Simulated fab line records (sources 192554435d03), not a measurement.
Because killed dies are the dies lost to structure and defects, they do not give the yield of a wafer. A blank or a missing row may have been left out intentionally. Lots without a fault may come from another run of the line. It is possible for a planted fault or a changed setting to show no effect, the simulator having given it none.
Struck lot and sound lot, side by side || flow n5-finfet || 16 steps out of a route of 1938
Sound: wafers L920.1, L920.4, L920.6. Wafers struck: L935.4, L935.5, L935.6. The cause is named last.
Order at every step that has rows: each side's tool, ch and its chambers, its first start. Under that, the readings that differ: sound wafers || struck wafers || difference of the means || sigmas: that difference in standard deviations of wafers without a fault.
alike: readings whose means differ by less than 2 such deviations, and words and numbers that are the same on both sides. not compared: withheld readings, readings that some wafer has no value for, bounds like >300 that may hide the same value, and numbers for which the record gives no deviation and whose values overlap.
Wherever a step has rows on one side only, a row that says differs or no value, or a row with sigmas, the two part there. When numbers do not overlap yet have no deviation, they are printed without sigmas and do not part them. Lack of a reading on every wafer of one side parts them only where that side has two or more wafers.

N5_FIN_SAQP_HM_DEP_03: deposits SiNx from SiH4/NH3/N2, target thk 38 nm, time 33.6 s.
  sound on pecvd-03 ch 1,2, day 2 09:25; struck on pecvd-04 ch 0,1,2, day 6 03:16
  alike: heater-power-w, showerhead-plenum-p-Torr, throttle-valve-pct
N5_FIN_SAQP_THK_MEAS_05:
  sound on film-metro-02 at day 2 09:30; struck on film-metro-02 at day 6 03:20
  alike: thk-nm
N5_FIN_SAQP_PECVD_47: deposits a-Si from SiH4/He, target thk 45 nm, time 36.3 s.
  sound on pecvd-04 ch 0,1,2, day 2 09:32; struck on pecvd-03 ch 0,1,2, day 6 03:23
  alike: heater-power-w, showerhead-plenum-p-Torr, throttle-valve-pct
N5_FIN_SAQP_PECVD_48: deposits SiNx from SiH4/NH3/N2, target thk 25 nm, time 22.1 s.
  sound on pecvd-04 ch 0,1,2, day 2 09:35; struck on pecvd-03 ch 0,1,2, day 6 03:26
  alike: heater-power-w, showerhead-plenum-p-Torr, throttle-valve-pct
N5_FIN_SAQP_PECVD_06: deposits a-Si from SiH4/He, target thk 60 nm, time 48.1 s.
  sound on pecvd-04 ch 0,1,2, day 2 09:37; struck on pecvd-03 ch 0,1,2, day 6 03:29
  alike: heater-power-w, showerhead-plenum-p-Torr, throttle-valve-pct
N5_FIN_SAQP_THK_MEAS_07:
  sound on film-metro-02 at day 2 09:43; struck on film-metro-01 at day 6 03:32
  alike: thk-nm
N5_FIN_SAQP_HM_DEP_72: deposits SiO2 from SiH4/N2O, target thk 12 nm, time 7.2 s.
  sound on pecvd-01 ch 0,1, day 2 09:44; struck on pecvd-01 ch 0,1,2, day 6 03:36
  alike: heater-power-w, showerhead-plenum-p-Torr
then, 5 steps without rows for these wafers: N5_FIN_SAQP_COAT_49 (time 60 s, resist thk 100 nm); N5_FIN_SAQP_COAT_50 (time 60 s, resist thk 35 nm); N5_FIN_SAQP_COAT_10 (resist thk 90 nm); N5_FIN_SAQP_EBR_12; N5_FIN_SAQP_SOFTBAKE_11 (time 60 s).
N5_FIN_SAQP_EXPOSE_13: exposes mask FIN CORE, target cd 35.6 nm.
  sound on arfi-scanner-03 ch 0, day 2 09:58; struck on arfi-scanner-02 ch 0, day 6 03:55
{"reading": "exposure-dose-mJ-cm2", "sound": "63.20 63.16 63.24", "struck": "64.56 64.61 64.62", "difference": "+1.40", "sigmas": "+21"}
  alike: mask
then, 1 step without rows for these wafers: N5_FIN_SAQP_PEB_14 (peb time 60 s).
-- record jumps: 7 days separate the struck wafers' starts on either side; left off in module FIN_SAQP, taken up again in module BEOL_M4, whose first shown step is the route's number 1111 --
N5_BEOL_M4_RC_MEAS_101:
  sound on prober-01 ch 0, day 8 19:04; struck on prober-01 ch 0, day 12 21:39
{"reading": "VT_P (mV)", "sound": "-248.7 -247.0 -247.9", "struck": "-256.1 -254.5 -258.0", "difference": -8.3, "sigmas": -3}
  alike: DIBL_N, DIBL_P, IOFF_N, IOFF_P, ION_N, ION_P, SS_N, SS_P, VT_N
after that, 1 step had no rows for these wafers: N5_PASSIVATION_PROBE_49.

## WHERE THEY PART
Earliest at N5_FIN_SAQP_EXPOSE_13; latest, in this record, at N5_BEOL_M4_RC_MEAS_101.

WHY: the cause the simulator had injected
Process parameter drift: arfi-scanner-02, from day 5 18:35 on, at N5_FIN_SAQP_EXPOSE_13. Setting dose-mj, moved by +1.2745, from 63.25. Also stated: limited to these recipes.
